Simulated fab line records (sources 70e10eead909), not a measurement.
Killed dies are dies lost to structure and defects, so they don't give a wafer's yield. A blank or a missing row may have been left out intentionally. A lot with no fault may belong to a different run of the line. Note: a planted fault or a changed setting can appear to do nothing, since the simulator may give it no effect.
fab line records    flow nand_harc
record: lots: 7  wafers: 21  last_day: 25
route steps=1159 shown A_CONTACT@863 END@1159
lots that met no fault: from a run of the same line without faults
start_h: the number of hours between the record's first day and the start of the first shown wafer of the lot    wait_h: hours since the lot's step before    " unchanged from the row above    L1.1+2: a single row standing in for several wafers    - no value, or no start given    * or withheld: withheld    < > ~ a bound
route shown NAME@n: a module of which the file shows steps, and the number in the route of the first    usual: the fault-free wafers' mean and standard deviation    same: alike in all rows    chamber/n: place in a boat    sites: the reading at each site    _std_site: standard deviation of those values    _edge_site: inner sites' mean taken away from outer sites' mean    radius_mm: for every site, how far away it sits from the centre of the wafer    mask NAME#n: copy n    behind: the tool/chamber that last shaped the wafer    hold: reason for holding the lot/hours on hold/outcome of the hold    device: which transistor (n, p or np) failed to switch    end of line: tests run on the same wafers once the route is complete    where a step has no rows: the recipe by itself    killed: at the first sort, the dies lost to defects and structure; wafer yield is something else    map: a wafer's dies, x killed, . not, _ none there
set.NAME: the setting the step ran with; set.NAME@STEP: the setting that earlier step ran with    model.NAME: the simulator's own value behind a step, which no gauge read
lots at selected steps of the route; one table per step, one row per wafer
services: from which hour (start_h, from the record's first day; less than 0 if before it) a tool's chamber was out of use, for how many hours, and why
== steps ==
step: NHARC_A_CONTACT_ETCH_112
recipe: source_w: withheld  pressure_mtorr: 20  bias_v: 3000  time_s: 94  target_depth_a: 9220  ar_flow_sccm: withheld  c4f8_flow_sccm: withheld  o2_flow_sccm: withheld  chemistry: C4F8/O2/Ar
step: NHARC_A_CONTACT_ETCH_113
recipe: source_w: withheld  pressure_mtorr: 20  bias_v: 3000  time_s: 94  target_depth_a: 9220  ar_flow_sccm: withheld  c4f8_flow_sccm: withheld  o2_flow_sccm: withheld  chemistry: C4F8/O2/Ar
usual: run_length_s: 94/0
same: time_s: 94
lot.wafer  tool             chamber  start_h  wait_h  rf_hours_counter_h  run_length_s
L754.1     har_cap_etch-03  0        373.81   0.1     82                  94
L754.4     "                0        "        "       -                   94
L754.5     "                1        "        "       -                   94
L758.2     har_cap_etch-01  0        429.65   0.1     65                  94
L758.1     "                1        "        "       65                  94
L758.5     "                0        "        "       -                   94
L767.2     har_cap_etch-02  1        470.72   0.1     28                  94
L767.1     "                0        "        "       28                  94
L767.4     "                1        "        "       -                   94
L769.2     har_cap_etch-03  1        471.18   0.1     100                 94
L769.1     "                0        "        "       100                 94
L769.5     "                1        "        "       -                   94
L771.1     har_cap_etch-01  0        478.70   0.1     76                  94
L771.2     "                1        "        "       76                  94
L771.3     "                1        "        "       -                   94
L772.2     har_cap_etch-03  0        506.72   0.1     106                 94
L772.3     "                1        "        "       -                   94
L772.4     "                0        "        "       -                   94
L773.3     har_cap_etch-01  1        513.23   0.1     -                   94
L773.6     "                1        "        "       -                   94
L773.5     "                0        "        "       -                   94
step: NHARC_A_CONTACT_ETCH_114
recipe: source_w: withheld  pressure_mtorr: 20  bias_v: 3000  time_s: 94  target_depth_a: 9220  ar_flow_sccm: withheld  c4f8_flow_sccm: withheld  o2_flow_sccm: withheld  chemistry: C4F8/O2/Ar
step: NHARC_A_CONTACT_ETCH_115
recipe: source_w: withheld  pressure_mtorr: 20  bias_v: 3000  time_s: 94  target_depth_a: 9220  ar_flow_sccm: withheld  c4f8_flow_sccm: withheld  o2_flow_sccm: withheld  chemistry: C4F8/O2/Ar
step: NHARC_A_CONTACT_ETCH_116
recipe: source_w: withheld  pressure_mtorr: 20  bias_v: 3000  time_s: 94  target_depth_a: 9220  ar_flow_sccm: withheld  c4f8_flow_sccm: withheld  o2_flow_sccm: withheld  chemistry: C4F8/O2/Ar
usual: run_length_s: 94/0
same: time_s: 94
lot.wafer  tool             chamber  start_h  wait_h  rf_hours_counter_h  run_length_s
L754.1     har_cap_etch-03  0        374.08   0.1     82                  94
L754.4     "                0        "        "       -                   94
L754.5     "                1        "        "       -                   94
L758.2     har_cap_etch-01  0        429.92   0.1     66                  94
L758.1     "                1        "        "       66                  94
L758.5     "                0        "        "       -                   94
L767.2     har_cap_etch-02  1        470.99   0.1     28                  94
L767.1     "                0        "        "       28                  94
L767.4     "                1        "        "       -                   94
L769.2     har_cap_etch-03  1        471.55   0.1     100                 94
L769.1     "                0        "        "       100                 94
L769.5     "                1        "        "       -                   94
L771.1     har_cap_etch-01  0        479.06   0.1     76                  94
L771.2     "                1        "        "       76                  94
L771.3     "                1        "        "       -                   94
L772.2     har_cap_etch-03  0        507.00   0.1     106                 94
L772.3     "                1        "        "       -                   94
L772.4     "                0        "        "       -                   94
L773.3     har_cap_etch-01  1        513.50   0.1     -                   94
L773.6     "                1        "        "       -                   94
L773.5     "                0        "        "       -                   94
step: NHARC_A_CONTACT_ETCH_117
recipe: source_w: withheld  pressure_mtorr: 20  bias_v: 3000  time_s: 94  target_depth_a: 9220  ar_flow_sccm: withheld  c4f8_flow_sccm: withheld  o2_flow_sccm: withheld  chemistry: C4F8/O2/Ar
step: NHARC_A_CONTACT_ETCH_118
recipe: source_w: withheld  pressure_mtorr: 20  bias_v: 3000  time_s: 94  target_depth_a: 9220  ar_flow_sccm: withheld  c4f8_flow_sccm: withheld  o2_flow_sccm: withheld  chemistry: C4F8/O2/Ar
step: NHARC_A_CONTACT_ETCH_119
recipe: source_w: withheld  pressure_mtorr: 20  bias_v: 3000  time_s: 94  target_depth_a: 9220  ar_flow_sccm: withheld  c4f8_flow_sccm: withheld  o2_flow_sccm: withheld  chemistry: C4F8/O2/Ar
usual: run_length_s: 94/0
same: time_s: 94
lot.wafer  tool             chamber  start_h  wait_h  rf_hours_counter_h  run_length_s
L754.1     har_cap_etch-03  0        374.35   0.1     82                  94
L754.4     "                0        "        "       -                   94
L754.5     "                1        "        "       -                   94
L758.2     har_cap_etch-01  0        430.20   0.1     66                  94
L758.1     "                1        "        "       66                  94
L758.5     "                0        "        "       -                   94
L767.2     har_cap_etch-02  1        471.26   0.1     28                  94
L767.1     "                0        "        "       28                  94
L767.4     "                1        "        "       -                   94
L769.2     har_cap_etch-03  1        471.91   0.1     100                 94
L769.1     "                0        "        "       100                 94
L769.5     "                1        "        "       -                   94
L771.1     har_cap_etch-01  0        479.43   0.1     76                  94
L771.2     "                1        "        "       76                  94
L771.3     "                1        "        "       -                   94
L772.2     har_cap_etch-03  0        507.27   0.1     106                 94
L772.3     "                1        "        "       -                   94
L772.4     "                0        "        "       -                   94
L773.3     har_cap_etch-01  1        513.77   0.1     -                   94
L773.6     "                1        "        "       -                   94
L773.5     "                0        "        "       -                   94
step: NHARC_A_CONTACT_ETCH_120
recipe: source_w: withheld  pressure_mtorr: 20  bias_v: 3000  time_s: 94  target_depth_a: 9220  ar_flow_sccm: withheld  c4f8_flow_sccm: withheld  o2_flow_sccm: withheld  chemistry: C4F8/O2/Ar
usual: run_length_s: 94/0
same: time_s: 94
lot.wafer  tool             chamber  start_h  wait_h  rf_hours_counter_h  run_length_s
L754.1     har_cap_etch-03  0        374.44   0.1     82                  94
L754.4     "                0        "        "       -                   94
L754.5     "                1        "        "       -                   94
L758.2     har_cap_etch-01  0        430.29   0.1     66                  94
L758.1     "                1        "        "       66                  94
L758.5     "                0        "        "       -                   94
L767.2     har_cap_etch-02  1        471.35   0.1     28                  94
L767.1     "                0        "        "       28                  94
L767.4     "                1        "        "       -                   94
L769.2     har_cap_etch-03  1        472.03   0.1     100                 94
L769.1     "                0        "        "       100                 94
L769.5     "                1        "        "       -                   94
L771.1     har_cap_etch-01  0        479.55   0.1     76                  94
L771.2     "                1        "        "       76                  94
L771.3     "                1        "        "       -                   94
L772.2     har_cap_etch-03  0        507.36   0.1     106                 94
L772.3     "                1        "        "       -                   94
L772.4     "                0        "        "       -                   94
L773.3     har_cap_etch-01  1        513.87   0.1     -                   94
L773.6     "                1        "        "       -                   94
L773.5     "                0        "        "       -                   94
step: NHARC_A_CONTACT_ETCH_121
recipe: source_w: withheld  pressure_mtorr: 20  bias_v: 3000  time_s: 94  target_depth_a: 9220  ar_flow_sccm: withheld  c4f8_flow_sccm: withheld  o2_flow_sccm: withheld  chemistry: C4F8/O2/Ar
step: NHARC_A_CONTACT_ETCH_122
recipe: source_w: withheld  pressure_mtorr: 20  bias_v: 3000  time_s: 95  target_depth_a: 9300  ar_flow_sccm: withheld  c4f8_flow_sccm: withheld  o2_flow_sccm: withheld  chemistry: C4F8/O2/Ar
usual: run_length_s: 95/0
same: time_s: 95
lot.wafer  tool             chamber  start_h  wait_h  rf_hours_counter_h  run_length_s
L754.1     har_cap_etch-03  0        374.62   0.1     83                  95
L754.4     "                0        "        "       -                   95
L754.5     "                1        "        "       -                   95
L758.2     har_cap_etch-01  0        430.47   0.1     66                  95
L758.1     "                1        "        "       66                  95
L758.5     "                0        "        "       -                   95
L767.2     har_cap_etch-02  1        471.53   0.1     28                  95
L767.1     "                0        "        "       28                  95
L767.4     "                1        "        "       -                   95
L769.2     har_cap_etch-03  1        472.28   0.1     101                 95
L769.1     "                0        "        "       101                 95
L769.5     "                1        "        "       -                   95
L771.1     har_cap_etch-01  0        479.79   0.1     77                  95
L771.2     "                1        "        "       77                  95
L771.3     "                1        "        "       -                   95
L772.2     har_cap_etch-03  0        507.54   0.1     106                 95
L772.3     "                1        "        "       -                   95
L772.4     "                0        "        "       -                   95
L773.3     har_cap_etch-01  1        514.05   0.1     -                   95
L773.6     "                1        "        "       -                   95
L773.5     "                0        "        "       -                   95
step: NHARC_A_CONTACT_ETCH_123
recipe: source_w: withheld  pressure_mtorr: 20  bias_v: 400  time_s: 253  target_depth_a: 10900  ar_flow_sccm: withheld  c4f8_flow_sccm: 11.5  o2_flow_sccm: 7.2  chemistry: C4F8/O2/Ar
step: NHARC_A_CONTACT_ETCH_90
recipe: target_depth_a: 400  over_etch_frac: 0.5  time_s: 85.7  ion_energy_ev: 120  ch3f_flow_sccm: 50  o2_flow_sccm: 30  ar_flow_sccm: 200  rf_w: 500  bias_w: 100  chemistry: CH3F/O2
usual: drypump_motor_current_A: 5.9/0.59  oes_product_au: 0.95/0.037  rf_vpp_V: 244.3/1.7  run_length_s: 107.0/0.53  showerhead_plenum_p_Torr: 2.45/0.11  throttle_valve_pct: 20.662/0.0089
lot.wafer  tool         chamber  start_h  wait_h  drypump_motor_current_A  oes_product_au  rf_hours_counter_h  rf_vpp_V  run_length_s  showerhead_plenum_p_Torr  throttle_valve_pct
L754.4     rie_diel-13  2        375.31   0.4     6.5                      0.93            33                  242.0     107.1         2.28                      20.656
L754.1     "            0        "        "       5.5                      0.93            37                  245.3     106.3         2.62                      20.660
L754.5     "            1        "        "       5.3                      0.93            -                   246.8     106.7         2.55                      20.671
L758.2     rie_diel-11  0        431.15   0.5     5.9                      0.91            11                  247.1     107.9         2.60                      20.662
L758.1     "            3        "        "       6.3                      0.95            11                  243.7     106.2         2.40                      20.661
L758.5     "            1        "        "       6.6                      0.92            -                   244.8     106.7         2.47                      20.653
L767.2     rie_diel-11  3        472.25   0.6     6.3                      1.02            19                  244.8     106.2         2.39                      20.678
L767.1     "            0        "        "       5.9                      0.98            20                  245.7     76.2          2.59                      20.656
L767.4     "            1        "        "       6.6                      0.99            21                  244.8     107.1         2.47                      20.650
L769.2     rie_diel-11  0        473.14   0.7     5.9                      0.90            20                  248.7     76.3          2.59                      20.658
L769.1     "            1        "        "       6.6                      0.91            21                  245.4     106.4         2.47                      20.665
L769.5     "            2        "        "       4.8                      0.90            -                   243.6     107.1         2.38                      20.680
L771.2     rie_diel-11  0        480.62   0.6     5.9                      0.98            22                  246.2     76.1          2.59                      20.658
L771.1     "            1        "        "       6.6                      0.99            23                  245.8     106.6         2.46                      20.665
L771.3     "            3        "        "       6.3                      1.01            21                  242.6     106.4         2.39                      20.662
L772.3     rie_diel-12  2        508.22   0.4     6.2                      1.01            43                  242.7     107.5         2.28                      20.673
L772.2     "            1        "        "       6.1                      1.01            44                  242.5     107.2         2.35                      20.650
L772.4     "            3        "        "       5.9                      0.99            -                   241.3     106.8         2.28                      20.649
L773.3     rie_diel-13  0        514.72   0.4     5.5                      1.02            19                  247.0     106.9         2.60                      20.664
L773.6     "            0        "        "       5.5                      1.03            -                   247.0     107.1         2.60                      20.664
L773.5     "            1        "        "       5.3                      1.00            -                   245.0     106.9         2.53                      20.662
step: NHARC_A_CONTACT_ETCH_96
recipe: target_depth_a: 200  over_etch_frac: 0.5  time_s: 10  ion_energy_ev: 250  c4f6_flow_sccm: 25  o2_flow_sccm: 20  ar_flow_sccm: 500  rf_w: 600  bias_w: 500  chemistry: C4F6/O2
step: NHARC_END_SORT_01
recipe: temp_c: 25
usual: killed_at_array: 26/9.7  killed_at_other: 1.0/1.2  killed_at_periphery: 3.9/2.6  killed_dies: 31/9.7  killed_open: 3.2/1.8  killed_short: 2.0/1.3
same: gross_dies: 677
lot.wafer  tool       chamber  start_h  wait_h  killed_at_array  killed_at_other  killed_at_periphery  killed_dies  killed_open  killed_short
L771.3     prober-02  0        559.47   3.1     25               0                3                    28           4            0
killed by level:class
L771.3 A_CHANNEL_HOLE_D1:chamber_film_flake=19 P_ZERO_WELL:chamber_film_flake=2 A_CONTACT:chamber_film_flake=2 P_CONTACT:geometric_particle:open=1 A_CONTACT:geometric_particle:open=1 A_BLC:geometric_particle:open=1 A_M0:geometric_particle:open=1 A_STAIRCASE:chamber_film_flake=1
== services ==
tool         chamber  start_h  hours  kind
rie_diel-11  0        356.30   4.6    repair
rie_diel-11  -        366.64   9.0    pm
rie_diel-11  0        366.64   9.0    vent_cycle
rie_diel-11  1        366.64   9.0    vent_cycle
rie_diel-11  2        366.64   9.0    vent_cycle
rie_diel-11  3        366.64   9.0    vent_cycle
rie_diel-11  0        375.64   -      clean
rie_diel-11  1        375.64   -      clean
rie_diel-11  2        375.64   -      clean
rie_diel-11  3        375.64   -      clean
rie_diel-12  -        379.58   9.0    pm
rie_diel-11  0        400.14   -      clean
rie_diel-11  1        400.14   -      clean
rie_diel-11  2        400.14   -      clean
rie_diel-11  3        400.14   -      clean
rie_diel-12  0        424.00   7.0    repair
rie_diel-11  0        424.78   -      clean
rie_diel-11  1        424.78   -      clean
rie_diel-11  2        424.78   -      clean
rie_diel-11  3        424.78   -      clean
rie_diel-11  -        432.78   0.4    repair
rie_diel-12  1        447.06   3.3    repair
rie_diel-13  -        453.00   9.0    pm
rie_diel-12  0        491.23   22.6   repair
== key ==
first_sign: step: NHARC_A_CONTACT_ETCH_90  reading: run_length_s  direction: down  sigmas: 59  usual: *  struck: *
effect none on later readings
met_at NHARC_A_CONTACT_ETCH_90
struck_wafers L767.1,L769.2,L771.2
tester_left_out L767,L769,L771
onset_between 431.15 472.25
fault: kind: process_parameter_drift  tool: rie_diel-11  chamber: 0  onset_h: 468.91  steps: NHARC_A_CONTACT_ETCH_90  channel: time_s  offset: *  shape: step  end_h: 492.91  acts_in: *  stated: *
tester_left_out: of these lots the tester's yield and bins aren't shown, on N5 and GAA mostly nor the transistor test; their killed dies are dies lost to structure and defects alone, not to doping, threshold or leakage, so they don't give the yield
